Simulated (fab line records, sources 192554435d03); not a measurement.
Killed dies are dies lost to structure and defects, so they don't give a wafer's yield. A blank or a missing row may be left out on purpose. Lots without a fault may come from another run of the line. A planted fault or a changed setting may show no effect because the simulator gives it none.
Chamber matching | flow n5_finfet | N5_BEOL_M5_DEP_56 on pecvd-02: 3 sister chambers
The step deposits SiCN from 3MS/NH3, target thk 8 nm, time 14 s. 6 wafers are shown with their chamber, then 8 later ones without.

WAFERS WITH THEIR CHAMBER
wafer  | chamber | throttle_valve_pct (%) | showerhead_plenum_p_Torr (Torr)
L083.4 | 1       | 9.0                    | 3.659
L085.4 | 1       | 8.9                    | 3.664
L086.3 | 0       | 9.9                    | 3.658
L086.5 | 2       | 9.0                    | 3.667
L086.6 | 0       | 9.7                    | 3.671
L087.2 | 2       | 9.0                    | 3.663

WAFERS WITHOUT THEIR CHAMBER
wafer  | throttle_valve_pct (%) | showerhead_plenum_p_Torr (Torr)
L087.3 | 9.0                    | 3.669
L087.5 | 8.6                    | 3.659
L093.1 | 9.4                    | 3.659
L093.3 | 9.2                    | 3.669
L093.5 | 9.1                    | 3.664
L095.3 | 9.8                    | 3.661
L095.4 | 9.9                    | 3.660
L095.6 | 9.3                    | 3.660

WHICH CHAMBER EACH WENT THROUGH
wafer  | from the rows above          | in truth
L087.3 | can't be placed: 2 or 1      | 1
L087.5 | can't be placed: 1 or 2      | 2
L093.1 | can't be placed: 0 or 2 or 1 | 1
L093.3 | can't be placed: 2 or 1      | 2
L093.5 | can't be placed: 2 or 1      | 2
L095.3 | 0                            | 0
L095.4 | 0                            | 0
L095.6 | can't be placed: 2 or 1      | 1
Placed correctly: 2 of 8. Can't be placed from these rows: 6 (the true chamber is among the candidates in 6). Placed wrongly: 0.
How it was worked out, from the rows above alone: a wafer's distance from a chamber is the root of the sum, over the readings, of the square of ((its reading less the chamber's mean) divided by the reading's scatter). The wafer belongs to the nearest chamber; if the next one is less than 2 further off, it can't be placed. A chamber's mean is the mean of its shown wafers. The scatter: the root of (the sum of the squares of (reading less its chamber's mean) over the shown wafers, divided by (wafers less chambers)).
